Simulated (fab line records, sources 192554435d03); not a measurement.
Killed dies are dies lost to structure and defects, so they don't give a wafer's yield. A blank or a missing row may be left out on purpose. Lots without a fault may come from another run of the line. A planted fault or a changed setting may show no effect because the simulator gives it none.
A struck lot beside a sound one | flow n5_finfet | 15 steps out of a route of 1938
Sound: wafers L374.2, L374.4, L374.5. Struck: wafers L382.2, L382.6. (L382.4 of the same lot was not struck and is left out.) The cause comes at the end.
At each step with rows: each side's tool, then ch and its chambers, then its first start. Under that, the readings that differ: sound wafers | struck wafers | difference of the means | sigmas: that difference in standard deviations of wafers without a fault.
alike: readings whose means differ by less than 2 such deviations, and words and numbers that are the same on both sides. not compared: withheld readings, readings that some wafer has no value for, bounds like >300 that may hide the same value, and numbers for which the record gives no deviation and whose values overlap.
The two part at a step that has a row with sigmas, a row that says differs or no value, or rows on one side only. Numbers that don't overlap but have no deviation are shown without sigmas and don't part them. A reading that every wafer of one side lacks parts them only if that side has two wafers or more.

first, 7 steps without rows for these wafers: N5_HKMG_FIN_COAT_42 (time 60 s, resist thk 35 nm); N5_HKMG_FIN_COAT_43 (resist thk 90 nm); N5_HKMG_FIN_EBR_45; N5_HKMG_FIN_SOFTBAKE_44 (time 60 s); N5_HKMG_FIN_EXPOSE_46 (exposes mask NDIPOLE); N5_HKMG_FIN_PEB_47 (peb time 60 s); N5_HKMG_FIN_DEVELOP_48 (develop time 30 s).
N5_HKMG_FIN_CD_MEAS_49: target cd 202 nm.
  sound on cd_sem-03 ch 0, day 6 17:19; struck on cd_sem-01 ch 0, day 8 17:14
  alike: cd_nm
N5_HKMG_FIN_OVL_MEAS_50:
  sound on overlay-01 ch 0, day 6 17:21; struck on overlay-02 ch 0, day 8 17:16
  alike: NDIPOLE_OVL
N5_HKMG_FIN_INSPECT_61: inspects for defects (macro).
  sound on defect_inspect-01, day 6 17:22; struck on defect_inspect-01, day 8 17:17
  alike: raw_defect_count
N5_HKMG_FIN_DESCUM_53: chemistry O2, time 7.9 s.
  sound on rie_diel-02 ch 2,3, day 6 17:38; struck on rie_diel-02 ch 0,3, day 8 17:19
  alike: drypump_motor_current_A, oes_product_au, rf_vpp_V, showerhead_plenum_p_Torr, throttle_valve_pct
  not compared: rf_hours_counter_h
N5_HKMG_FIN_ETCH_54: etches SiARC in CF4, target depth 45.5 nm, time 75.8 s.
  sound on rie_diel-02 ch 2,3, day 6 17:40; struck on rie_diel-02 ch 0,3, day 8 17:22
  alike: bias_w, drypump_motor_current_A, etch_rf_on_time_s, oes_product_au, rf_vpp_V, showerhead_plenum_p_Torr, throttle_valve_pct
  not compared: rf_hours_counter_h
N5_HKMG_FIN_ETCH_55: etches SOC in N2/H2, target depth 240 nm, time 300 s.
  sound on rie_diel-02 ch 2,3, day 6 17:43; struck on rie_diel-02 ch 0,3, day 8 17:25
  reading                                     | sound             | struck      | difference                    | sigmas
  bias_w (W)                                  | 150.4 150.4 150.5 | - -         | no value on the struck wafers |
  run_length_s (s)                            | 323.1 323.5 323.5 | 269.3 268.9 | -54.3                         | -99 or more
  model.etch.depth_nm (nm)                    | 247.1 248.6 247.8 | 187.5 201.8 | -53.2                         |
  model.HKMG_FIN.feature_depth_nm (nm)        | 247 248.6 247.8   | 187.6 201.8 | -53.1                         |
  model.SiARC_of_HKMG_FIN_COAT_42.thk_nm (nm) | 21 20.6 20.8      | 24.4 23.6   | +3.2                          |
  alike: drypump_motor_current_A, oes_product_au, rf_vpp_V, showerhead_plenum_p_Torr, throttle_valve_pct
  not compared: rf_hours_counter_h
then, 1 step without rows for these wafers: N5_HKMG_FIN_STRIP_56 (strips in N2/H2).
-- the record jumps here: 5 days lie between the struck wafers' starts before and after (it left off in module HKMG_FIN and takes up again in module BEOL_M4, whose first step shown is number 1111 of the route) --
N5_BEOL_M4_RC_MEAS_101:
  sound on prober-02 ch 0, day 10 17:14; struck on prober-01 ch 0, day 13 08:54
  alike: DIBL_N, DIBL_P, IOFF_N, IOFF_P, ION_N, ION_P, SS_N, SS_P, VT_N, VT_P

WHERE THEY PART
Only at N5_HKMG_FIN_ETCH_55, within this record. Later steps at which nothing parts them and some readings are alike: N5_BEOL_M4_RC_MEAS_101.

WHY: what the simulator had put in
Process parameter drift: rie_diel-02, from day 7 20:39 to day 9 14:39, at N5_HKMG_FIN_ETCH_55. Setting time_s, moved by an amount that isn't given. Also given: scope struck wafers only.
